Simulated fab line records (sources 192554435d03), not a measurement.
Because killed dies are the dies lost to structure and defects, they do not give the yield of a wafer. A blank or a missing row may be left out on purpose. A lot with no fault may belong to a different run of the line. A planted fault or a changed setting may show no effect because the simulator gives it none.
A single fault, viewed from 3 desks ; flow n5Finfet ; what lay behind the numbers comes last; until then each desk has only its own

## THE METROLOGY DESK
What the gauges read for every lot (on any tool): the sampled wafers with a number, averaged. The brackets show how far a lot's mean lies from the usual mean; more than 4 standard deviations puts the lot out of limits, marked OUT. It has 12 readings; the 7 that lie furthest out on some lot are the ones shown.
Columns: A = SDB_OVL at N5_SDB_OVL_MEAS_12, usual -0.2 nm; B = DIBL_N at N5_BEOL_M4_RC_MEAS_101, usual 36.0 mV/V; C = DIBL_P at N5_BEOL_M4_RC_MEAS_101, usual 36.2 mV/V; D = IOFF_N at N5_BEOL_M4_RC_MEAS_101, usual 0.16 nA/um; E = ION_N at N5_BEOL_M4_RC_MEAS_101, usual 672 uA/um; F = SS_N at N5_BEOL_M4_RC_MEAS_101, usual 71.4 mV/dec; G = SS_P at N5_BEOL_M4_RC_MEAS_101, usual 73.2 mV/dec
lot;first seen here;A;B;C;D;E;F;G
L446;day 4 08:24;0.2;38.9;37.5;0.20;675;72.2;73.8
L447;day 4 10:28;-0.0;35.6;35.1;0.12;665;71.0;72.5
L450;day 5 05:50;0.9;34.4;34.6;0.13;662;70.8;72.3
L451;day 5 09:56;-0.5;35.7;36.0;0.16;681;71.0;73.1
L452;day 5 19:53;-0.0;38.2;38.9;0.20;678;71.9;73.7
L453;day 6 00:02;-0.2;39.1;40.7;0.19;676;72.3;74.0
L454;day 6 09:02;0.4;34.8;33.4;0.14;668;71.3;72.6
L456;day 6 19:32;-0.2;39.1;39.1;0.20;680;72.0;73.9
L462;day 8 07:20;-0.9;39.3;38.7;0.21;693;72.1;74.5
L463;day 8 11:48;-0.0;34.0;34.3;0.12;650;70.3;72.1
L467;day 9 11:20;-0.2;36.6;36.4;0.16;679;71.3;73.1
Result from this desk: across the 11 lots, nothing is out of limits.

## THE DEFECT DESK
Counts from the inspections along the route, per lot, as means over the sampled wafers that have a number. The brackets show how far a lot's mean lies from the usual mean; more than 4 standard deviations puts the lot out of limits, marked OUT.
Columns: A = rawDefectCount at N5_SDB_INSPECT_13, usual 84
lot;first seen here;A
L446;day 4 08:58;120
L447;day 4 11:02;100
L450;day 5 06:24;129
L451;day 5 10:29;71
L452;day 5 20:28;68
L453;day 6 00:30;154
L454;day 6 09:37;98
L456;day 6 20:08;69
L462;day 8 07:55;94
L463;day 8 12:22;75
L467;day 9 11:53;64
Result from this desk: across the 11 lots, nothing is out of limits.

## FOR THE TOOL OWNER'S DESK: remotePlasma-01
The tool's own readings at N5_DUMMY_REMOVAL_PRECLEAN_08 (cleans in NF3:NH3, afs cycles 2, time 20 s, sublimation time 60 s): means of the sampled wafers that have a number, for each lot that ran on this tool. The brackets show how far a lot's mean lies from the usual mean; more than 4 standard deviations puts the lot out of limits, marked OUT.
Columns: A = pressureTorr at N5_DUMMY_REMOVAL_PRECLEAN_08, usual 3.000 Torr; B = tempC at N5_DUMMY_REMOVAL_PRECLEAN_08, usual 29.99 C
lot;first seen here;A;B
L446;day 4 14:23;3.004;29.89
L450;day 5 10:54;2.994;30.05
L451;day 5 14:46;3.002;29.89
L453;day 6 05:35;2.999;29.94
L456;day 7 00:31;3.000;30.07
L462;day 8 12:48;2.998;28.66 (-13) OUT
L463;day 8 16:38;3.002;28.69 (-13) OUT
This desk finds L462, L463 out of limits, L462 being first, at day 8 12:48 (tempC at N5_DUMMY_REMOVAL_PRECLEAN_08). Within limits: L446, L450, L451, L453, L456.

## BROUGHT TOGETHER
An alarm could have come from the tool owner's desk at day 8 12:48, on L462, L463.
From the metrology desk's view, nothing was out of limits.
No out-of-limits result turned up at the defect desk.
The metrology desk has L462, L463 on record, within its limits.
The defect desk has L462, L463 on record, within its limits.
All the named lots went through N5_DUMMY_REMOVAL_PRECLEAN_08 on remotePlasma-01.

## WHAT THE SIMULATOR PUT IN
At N5_DUMMY_REMOVAL_PRECLEAN_08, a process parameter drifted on remotePlasma-01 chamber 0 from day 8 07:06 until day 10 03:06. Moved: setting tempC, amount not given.
Lots struck among those shown: L462, L463.
Delay in hours, fault start to first out-of-limits reading, by desk: the tool owner's desk at 6.
